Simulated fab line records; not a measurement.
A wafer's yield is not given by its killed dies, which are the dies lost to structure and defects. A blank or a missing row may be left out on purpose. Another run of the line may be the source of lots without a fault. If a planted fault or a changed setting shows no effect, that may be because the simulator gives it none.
Which tool is to blame? + flow n5Finfet + Sampling: 24 lots, 72 wafers, 5 of 1938 route steps

## WHAT THE GAUGES SHOWED, per wafer
N5_BEOL_M0_RS_MEAS_126: the measuring method here is four-point-probe. Usual: M0_RS gives 0.530 ohm/sq (standard deviation 0.014).
| lot  | measured     | on           | M0_RS (ohm/sq)    | flag |
|------|--------------|--------------|-------------------|------|
| L074 | day 6 04:09  | filmMetro-01 | 0.549 0.521 0.537 |      |
| L075 | day 6 06:56  | filmMetro-02 | 0.538 0.543 0.538 |      |
| L076 | day 6 14:34  | filmMetro-02 | 0.527 0.542 0.513 |      |
| L077 | day 6 17:21  | filmMetro-02 | 0.538 0.532 0.517 |      |
| L078 | day 7 05:16  | filmMetro-01 | 0.508 0.509 0.508 |      |
| L079 | day 7 11:10  | filmMetro-01 | 0.529 0.498 0.504 |      |
| L080 | day 7 20:19  | filmMetro-02 | 0.550 0.526 0.523 |      |
| L081 | day 8 00:36  | filmMetro-02 | 0.518 0.542 0.524 |      |
| L082 | day 8 08:09  | filmMetro-01 | 0.549 0.533 0.537 |      |
| L083 | day 8 16:13  | filmMetro-01 | 0.536 0.530 0.517 |      |
| L084 | day 8 18:07  | filmMetro-02 | 0.550 0.537 0.539 |      |
| L085 | day 9 09:10  | filmMetro-01 | 0.583 0.549 0.546 |      |
| L086 | day 9 11:59  | filmMetro-01 | 0.531 0.511 0.530 |      |
| L087 | day 9 14:09  | filmMetro-02 | 0.518 0.543 0.531 |      |
| L088 | day 9 17:07  | filmMetro-01 | 0.522 0.526 0.527 |      |
| L089 | day 9 19:39  | filmMetro-02 | 0.549 0.539 0.523 |      |
| L090 | day 9 23:16  | filmMetro-02 | 0.555 0.544 0.550 |      |
| L092 | day 10 08:11 | filmMetro-02 | 0.543 0.530 0.531 |      |
| L091 | day 10 15:15 | filmMetro-01 | 0.534 0.518 0.542 |      |
| L093 | day 10 16:35 | filmMetro-01 | 0.511 0.521 0.508 |      |
| L094 | day 11 00:35 | filmMetro-02 | 0.540 0.538 0.518 |      |
| L095 | day 11 06:40 | filmMetro-02 | 0.541 0.529 0.533 |      |
| L096 | day 11 16:35 | filmMetro-02 | 0.554 0.536 0.539 |      |
| L097 | day 11 19:48 | filmMetro-02 | 0.525 0.517 0.505 |      |

N5_BEOL_M1_THK_MEAS_01. Usual: M1_ILD_THK gives 78.7 nm (standard deviation 0.97).
| lot  | measured     | on           | M1_ILD_THK (nm) | flag |
|------|--------------|--------------|-----------------|------|
| L074 | day 6 04:19  | filmMetro-01 | 77.9 78.0 77.8  |      |
| L075 | day 6 07:04  | filmMetro-01 | 78.0 78.9 79.3  |      |
| L076 | day 6 14:55  | filmMetro-02 | 77.9 78.8 79.1  |      |
| L077 | day 6 17:29  | filmMetro-02 | 76.5 78.0 79.0  |      |
| L078 | day 7 05:25  | filmMetro-02 | 80.2 78.8 81.0  |      |
| L079 | day 7 11:18  | filmMetro-01 | 78.6 78.3 79.1  |      |
| L080 | day 7 20:26  | filmMetro-02 | 78.3 77.8 78.6  |      |
| L081 | day 8 00:44  | filmMetro-01 | 78.5 77.7 80.0  |      |
| L082 | day 8 08:17  | filmMetro-01 | 78.8 79.2 80.0  |      |
| L083 | day 8 16:20  | filmMetro-01 | 77.4 77.3 79.1  |      |
| L084 | day 8 18:14  | filmMetro-02 | 78.7 79.1 77.9  |      |
| L085 | day 9 09:17  | filmMetro-01 | 78.8 81.6 80.7  |      |
| L086 | day 9 12:07  | filmMetro-01 | 77.8 78.9 78.6  |      |
| L087 | day 9 14:17  | filmMetro-01 | 79.0 78.3 79.7  |      |
| L088 | day 9 17:16  | filmMetro-02 | 78.6 77.5 78.1  |      |
| L089 | day 9 19:47  | filmMetro-01 | 79.6 78.6 79.4  |      |
| L090 | day 9 23:24  | filmMetro-01 | 78.5 78.0 79.5  |      |
| L092 | day 10 08:19 | filmMetro-02 | 77.8 78.3 79.8  |      |
| L091 | day 10 15:23 | filmMetro-02 | 77.5 78.1 78.4  |      |
| L093 | day 10 16:43 | filmMetro-01 | 79.5 78.0 79.3  |      |
| L094 | day 11 00:43 | filmMetro-01 | 79.3 78.5 80.1  |      |
| L095 | day 11 06:48 | filmMetro-01 | 78.2 78.8 79.9  |      |
| L096 | day 11 16:43 | filmMetro-02 | 77.5 77.7 78.8  |      |
| L097 | day 11 19:56 | filmMetro-02 | 77.8 78.9 78.5  |      |

N5_BEOL_M1_INSPECT_13: inspects for defects (brightfield). Usual: rawDefectCount 473, standard deviation 110.
| lot  | measured     | on               | rawDefectCount | flag |
|------|--------------|------------------|----------------|------|
| L074 | day 6 05:05  | defectInspect-02 | 382 456 553    |      |
| L075 | day 6 08:12  | defectInspect-01 | 313 444 423    |      |
| L076 | day 6 17:20  | defectInspect-02 | 377 386 473    |      |
| L077 | day 6 18:12  | defectInspect-02 | 498 517 470    |      |
| L078 | day 7 06:47  | defectInspect-01 | 344 324 363    |      |
| L079 | day 7 12:22  | defectInspect-01 | 635 834 464    |      |
| L080 | day 7 22:23  | defectInspect-02 | 405 633 476    |      |
| L081 | day 8 03:26  | defectInspect-01 | 433 419 518    |      |
| L082 | day 8 11:30  | defectInspect-02 | 404 468 518    |      |
| L083 | day 8 18:18  | defectInspect-01 | 480 552 631    |      |
| L084 | day 8 19:38  | defectInspect-02 | 381 358 498    |      |
| L085 | day 9 10:41  | defectInspect-02 | 458 400 381    |      |
| L086 | day 9 14:08  | defectInspect-01 | 532 479 595    |      |
| L087 | day 9 14:58  | defectInspect-02 | 442 453 511    |      |
| L088 | day 9 18:10  | defectInspect-01 | 573 579 555    |      |
| L089 | day 9 20:58  | defectInspect-02 | 375 315 283    |      |
| L090 | day 10 00:19 | defectInspect-02 | 433 424 428    |      |
| L092 | day 10 10:41 | defectInspect-01 | 437 547 529    |      |
| L091 | day 10 15:59 | defectInspect-01 | 368 550 410    |      |
| L093 | day 10 18:32 | defectInspect-01 | 506 568 503    |      |
| L094 | day 11 02:35 | defectInspect-01 | 446 721 692    |      |
| L095 | day 11 07:41 | defectInspect-02 | 426 519 432    |      |
| L096 | day 11 18:37 | defectInspect-02 | 652 477 649    |      |
| L097 | day 11 22:29 | defectInspect-01 | 456 520 419    |      |

N5_BEOL_M1_OVL_MEAS_29. Usual: V0_OVL gives 0.2 nm (standard deviation 0.71).
| lot  | measured     | on         | V0_OVL (nm)    | flag |
|------|--------------|------------|----------------|------|
| L074 | day 6 06:02  | overlay-01 | -0.2 0.2 0.7   |      |
| L075 | day 6 09:09  | overlay-01 | -0.1 0.3 0.7   |      |
| L076 | day 6 18:21  | overlay-02 | -1.0 -1.1 0.3  |      |
| L077 | day 6 19:43  | overlay-01 | 0.3 0.2 -0.2   |      |
| L078 | day 7 07:43  | overlay-01 | 0.3 -0.3 0.5   |      |
| L079 | day 7 13:41  | overlay-01 | 0.6 -0.3 0.3   |      |
| L080 | day 7 23:15  | overlay-01 | -0.8 1.4 0.0   |      |
| L081 | day 8 04:25  | overlay-02 | 1.2 0.9 0.7    |      |
| L082 | day 8 12:27  | overlay-01 | 0.2 1.3 0.5    |      |
| L083 | day 8 19:19  | overlay-01 | -1.1 -1.1 -0.6 |      |
| L084 | day 8 20:37  | overlay-02 | -0.4 -0.2 0.1  |      |
| L085 | day 9 11:31  | overlay-01 | -0.1 -0.6 0.7  |      |
| L086 | day 9 15:05  | overlay-02 | 1.3 1.3 2.2    |      |
| L087 | day 9 15:55  | overlay-01 | -0.8 0.0 -0.8  |      |
| L088 | day 9 19:07  | overlay-01 | 0.2 1.1 1.2    |      |
| L089 | day 9 21:51  | overlay-01 | -0.7 -1.1 -0.6 |      |
| L090 | day 10 01:37 | overlay-02 | 0.0 0.1 -1.1   |      |
| L092 | day 10 11:42 | overlay-01 | 0.2 0.3 1.2    |      |
| L091 | day 10 16:47 | overlay-02 | 0.6 1.3 0.4    |      |
| L093 | day 10 19:24 | overlay-01 | 0.1 -0.6 0.7   |      |
| L094 | day 11 03:37 | overlay-01 | 0.0 0.5 0.7    |      |
| L095 | day 11 08:29 | overlay-01 | -0.5 0.7 0.2   |      |
| L096 | day 11 19:28 | overlay-02 | 0.9 -0.2 0.6   |      |
| L097 | day 11 23:26 | overlay-02 | 1.3 1.0 0.4    |      |

## TOOL THAT RAN EACH LOT (tool first, then ch and the chambers of the sampled wafers, then the start)
| lot  | N5_BEOL_M1_ETCH_74                |
|------|-----------------------------------|
| L074 | rieDiel-04 ch 0,3, day 6 05:09    |
| L075 | rieDiel-02 ch 0,1,3, day 6 08:16  |
| L076 | rieDiel-02 ch 2,3, day 6 17:25    |
| L077 | rieDiel-06 ch 0,2,3, day 6 18:36  |
| L078 | rieDiel-06 ch 0,3, day 7 06:57    |
| L079 | rieDiel-04 ch 0,1,2, day 7 12:40  |
| L080 | rieDiel-04 ch 0,3, day 7 22:30    |
| L081 | rieDiel-06 ch 0,2,3, day 8 03:40  |
| L082 | rieDiel-04 ch 2,3, day 8 11:34    |
| L083 | rieDiel-04 ch 0,1,2, day 8 18:27  |
| L084 | rieDiel-06 ch 0,1,2, day 8 19:42  |
| L085 | rieDiel-02 ch 0,3, day 9 10:45    |
| L086 | rieDiel-02 ch 0,1,3, day 9 14:12  |
| L087 | rieDiel-02 ch 0,1,2, day 9 15:02  |
| L088 | rieDiel-06 ch 2,3, day 9 18:13    |
| L089 | rieDiel-02 ch 0,1,3, day 9 21:02  |
| L090 | rieDiel-02 ch 0,1, day 10 00:41   |
| L092 | rieDiel-02 ch 0,1,2, day 10 10:53 |
| L091 | rieDiel-02 ch 0,1,2, day 10 16:03 |
| L093 | rieDiel-04 ch 0,2,3, day 10 18:36 |
| L094 | rieDiel-02 ch 0,1, day 11 02:39   |
| L095 | rieDiel-04 ch 2,3, day 11 07:44   |
| L096 | rieDiel-02 ch 0,2,3, day 11 18:41 |
| L097 | rieDiel-04 ch 0,2,3, day 11 22:34 |
- N5_BEOL_M1_ETCH_74: etches underlayer in N2/H2, target depth 6.5 nm, time 5.2 s.

## AS READ BY THE TOOLS THEMSELVES (means over the sampled wafers that have a number; for cases with no such wafer, the mark the record gives instead)
N5_BEOL_M1_ETCH_74. Usual: drypumpMotorCurrentA 5.79 A, standard deviation 0.28; etchRfOnTimeS 5.21 s, standard deviation 0.1; oesProductAu 0.65 a.u., standard deviation 0.067; rfVppV 524.1 V, standard deviation 2.4; showerheadPlenumPTorr 2.55 Torr, standard deviation 0.077; throttleValvePct 17.97 %, standard deviation 0.28.
| lot  | tool       | drypumpMotorCurrentA (A) | etchRfOnTimeS (s) | oesProductAu (a.u.) | rfVppV (V) | showerheadPlenumPTorr (Torr) | throttleValvePct (%) | flag |
|------|------------|--------------------------|-------------------|---------------------|------------|------------------------------|----------------------|------|
| L074 | rieDiel-04 | 5.59                     | 5.13              | 0.64                | 524.6      | 2.57                         | 18.19                |      |
| L075 | rieDiel-02 | 5.88                     | 5.31              | 0.62                | 525.3      | 2.56                         | 18.07                |      |
| L076 | rieDiel-02 | 5.40                     | 5.33              | 0.64                | 522.7      | 2.51                         | 17.82                |      |
| L077 | rieDiel-06 | 5.91                     | 5.24              | 0.64                | 525.8      | 2.58                         | 18.01                |      |
| L078 | rieDiel-06 | 6.04                     | 5.25              | 0.66                | 522.2      | 2.51                         | 18.00                |      |
| L079 | rieDiel-04 | 5.98                     | 5.09              | 0.76                | 524.7      | 2.62                         | 17.76                |      |
| L080 | rieDiel-04 | 5.73                     | 5.14              | 0.65                | 526.2      | 2.61                         | 18.23                |      |
| L081 | rieDiel-06 | 5.93                     | 5.21              | 0.64                | 525.2      | 2.57                         | 18.04                |      |
| L082 | rieDiel-04 | 5.68                     | 5.08              | 0.73                | 522.1      | 2.50                         | 17.53                |      |
| L083 | rieDiel-04 | 5.97                     | 5.07              | 0.75                | 526.3      | 2.61                         | 17.78                |      |
| L084 | rieDiel-06 | 5.85                     | 5.19              | 0.60                | 524.4      | 2.62                         | 18.02                |      |
| L085 | rieDiel-02 | 5.78                     | 5.38              | 0.59                | 524.4      | 2.58                         | 18.07                |      |
| L086 | rieDiel-02 | 5.86                     | 5.30              | 0.60                | 524.4      | 2.54                         | 18.09                |      |
| L087 | rieDiel-02 | 5.76                     | 5.20              | 0.63                | 522.8      | 2.50                         | 18.01                |      |
| L088 | rieDiel-06 | 5.91                     | 5.19              | 0.64                | 525.1      | 2.58                         | 18.03                |      |
| L089 | rieDiel-02 | 5.86                     | 5.26              | 0.61                | 525.1      | 2.54                         | 18.10                |      |
| L090 | rieDiel-02 | 5.96                     | 5.20              | 0.62                | 524.0      | 2.51                         | 18.14                |      |
| L092 | rieDiel-02 | 5.77                     | 5.24              | 0.63                | 522.0      | 2.49                         | 18.01                |      |
| L091 | rieDiel-02 | 5.77                     | 5.30              | 0.62                | 521.7      | 2.49                         | 18.01                |      |
| L093 | rieDiel-04 | 5.69                     | 5.14              | 0.67                | 523.6      | 2.55                         | 17.91                |      |
| L094 | rieDiel-02 | 5.97                     | 5.27              | 0.60                | 522.1      | 2.51                         | 18.14                |      |
| L095 | rieDiel-04 | 5.58                     | 5.15              | 0.65                | 523.4      | 2.50                         | 17.90                |      |
| L096 | rieDiel-02 | 5.68                     | 5.26              | 0.70                | 522.6      | 2.52                         | 17.83                |      |
| L097 | rieDiel-04 | 5.70                     | 5.11              | 0.67                | 524.4      | 2.54                         | 17.91                |      |

## THE ANSWER, worked out from the rows above alone
Rule: a lot is off if the mean of its wafers that have a number lies more than 3 standard deviations from the usual mean. A lot without any number at a reading at which 4 lots or more have one is off too. The other lots that the step has rows for count as sound. Order of review: gauges by route order, followed by the tools' own readings, for which a lot's mean as printed above is used. The first step at which some lot is off is used, and at that step the reading that is off furthest; a lot without a number counts as furthest.
None of the lots is off at any reading shown; this tells nothing.

## WHAT THE SIMULATOR HAD PUT IN
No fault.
